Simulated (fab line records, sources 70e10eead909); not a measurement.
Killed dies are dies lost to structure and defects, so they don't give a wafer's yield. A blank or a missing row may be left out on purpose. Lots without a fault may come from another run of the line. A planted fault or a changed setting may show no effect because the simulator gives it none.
Chamber matching | flow nand_harc | NHARC_A_ZERO_WELL_ETCH_13 on rie_si-06: 4 sister chambers
The step etches the open film in HBr/Cl2, target depth 120 nm, time 40.1 s. 14 wafers are shown with their chamber, then 6 later ones without.

WAFERS WITH THEIR CHAMBER
wafer  | chamber | oes_product_au (a.u.) | throttle_valve_pct (%) | hbr_flow_sccm (sccm)
L935.1 | 0       | 0.995                 | 26.411                 | 150.4
L935.3 | 2       | 0.997                 | 26.405                 | 150.3
L935.5 | 0       | 1.001                 | 26.402                 | 150.1
L936.2 | 0       | 0.984                 | 26.404                 | 150.3
L936.3 | 2       | 0.987                 | 26.413                 | 149.8
L936.5 | 0       | 0.988                 | 26.410                 | 149.4
L939.3 | 0       | 0.985                 | 26.408                 | 149.8
L939.4 | 3       | 1.009                 | 26.402                 | 150.4
L939.5 | 1       | 1.000                 | 26.409                 | 149.9
L941.2 | 0       | 0.977                 | 26.414                 | 150.4
L941.4 | 1       | 1.000                 | 26.397                 | 149.6
L941.6 | 2       | 0.980                 | 26.408                 | 150.1
L945.3 | 0       | 1.004                 | 26.407                 | 149.2
L945.4 | 3       | 0.997                 | 26.404                 | 149.6

SIGNATURES (means of the wafers above)
reading            | chamber 0 | chamber 1 | chamber 2 | chamber 3 | scatter within a chamber
oes_product_au     | 0.99057   | 1.00000   | 0.98800   | 1.00300   | 0.0089
throttle_valve_pct | 26.40800  | 26.40300  | 26.40867  | 26.40300  | 0.00457
hbr_flow_sccm      | 149.943   | 149.750   | 150.067   | 150.000   | 0.439
Rule: a wafer's distance from a chamber is the root of the sum, over the readings, of the square of ((its reading less the chamber's mean) divided by the reading's scatter). The wafer belongs to the nearest chamber; if the next one is less than 2 further off, it can't be placed. The scatter: the root of (the sum of the squares of (reading less its chamber's mean) over the shown wafers, divided by (wafers less chambers)).

WAFERS WITHOUT THEIR CHAMBER
wafer  | oes_product_au (a.u.) | throttle_valve_pct (%) | hbr_flow_sccm (sccm)
L945.6 | 1.003                 | 26.418                 | 150.2
L952.1 | 0.990                 | 26.404                 | 149.4
L952.3 | 0.983                 | 26.387                 | 150.1
L953.2 | 1.008                 | 26.413                 | 150.6
L953.4 | 0.993                 | 26.402                 | 149.4
L953.5 | 0.996                 | 26.413                 | 149.8

WHICH CHAMBER EACH WENT THROUGH
wafer  | from the rows above               | in truth
L945.6 | can't be placed: 0 or 2 or 3 or 1 | 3
L952.1 | can't be placed: 1 or 0 or 2 or 3 | 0
L952.3 | can't be placed: 1 or 3 or 0 or 2 | 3
L953.2 | can't be placed: 3 or 0 or 2 or 1 | 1
L953.4 | can't be placed: 1 or 3 or 0 or 2 | 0
L953.5 | can't be placed: 0 or 2 or 1 or 3 | 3
Placed correctly: 0 of 6. Can't be placed from these rows: 6 (the true chamber is among the candidates in 6). Placed wrongly: 0.
